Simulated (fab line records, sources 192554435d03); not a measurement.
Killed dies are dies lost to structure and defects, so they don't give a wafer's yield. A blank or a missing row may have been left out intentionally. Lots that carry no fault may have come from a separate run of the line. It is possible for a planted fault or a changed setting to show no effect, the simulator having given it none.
2 desks, one fault + flow n5 finfet + numbers are kept per desk, each desk with only its own; the story behind them comes last

== AT THE METROLOGY DESK ==
Means of the sampled wafers that have a number, per lot and without regard to the tool the lot ran on: this is what the gauges read. Marked OUT: a lot whose mean sits more than 4 standard deviations from the usual mean, which makes it out of limits; the brackets give that distance.
Columns: A = MD_CAP_THK at N5_MOL_CONTACT_COAG_THK_MEAS_29, usual 17.91 nm
| lot  | first seen here | A               |
|------|-----------------|-----------------|
| L812 | day 8 00:48     | 17.99           |
| L814 | day 8 11:23     | 14.04 (-47) OUT |
| L816 | day 9 03:47     | 16.65 (-15) OUT |
| L817 | day 9 09:59     | 16.11 (-22) OUT |
| L820 | day 10 03:36    | 17.83           |
Per this desk, out of limits: L814, L816, L817; the first was L814, day 8 11:23 (MD_CAP_THK at N5_MOL_CONTACT_COAG_THK_MEAS_29). In limits: L812, L820.

== DESK OF THE TOOL OWNER: ald sin-03 ==
The tool's own readings at N5_GATE_CUT_SAC_CAP_01 (material SiNx, target thk 24 nm, pulse time 1 s, ald cycles 480): means of the sampled wafers that have a number, for each lot that ran on this tool. Marked OUT: a lot whose mean sits more than 4 standard deviations from the usual mean, which makes it out of limits; the brackets give that distance.
Columns: A = heater power w at N5_GATE_CUT_SAC_CAP_01, usual 822 W; B = precursor pulse height rel at N5_GATE_CUT_SAC_CAP_01, usual 1.001; C = susceptor temp C at N5_GATE_CUT_SAC_CAP_01, usual 399.98 C
| lot  | first seen here | A   | B     | C      |
|------|-----------------|-----|-------|--------|
| L812 | day 7 07:31     | 776 | 0.982 | 399.90 |
| L814 | day 7 20:31     | 935 | 1.012 | 399.90 |
| L816 | day 8 11:25     | 868 | 1.018 | 399.98 |
| L817 | day 8 18:35     | 863 | 0.986 | 399.64 |
Finding of this desk: none of the 4 lots has anything out of limits.

== PUT TOGETHER ==
The metrology desk could have raised an alarm at day 8 11:23, on L814, L816, L817.
Nothing out of limits was seen by the tool owner's desk.
Tool owner's desk: L814, L816, L817 on record, inside its limits.
The lots listed all ran N5_GATE_CUT_SAC_CAP_01 on ald sin-03.

== WHAT THE SIMULATOR HAD PUT IN ==
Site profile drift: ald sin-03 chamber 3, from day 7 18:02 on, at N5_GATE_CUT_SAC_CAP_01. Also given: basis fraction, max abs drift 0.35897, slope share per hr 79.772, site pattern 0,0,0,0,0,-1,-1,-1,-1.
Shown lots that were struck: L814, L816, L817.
Time in hours between the start of the fault and the first out-of-limits reading at each desk: metrology desk, 17.
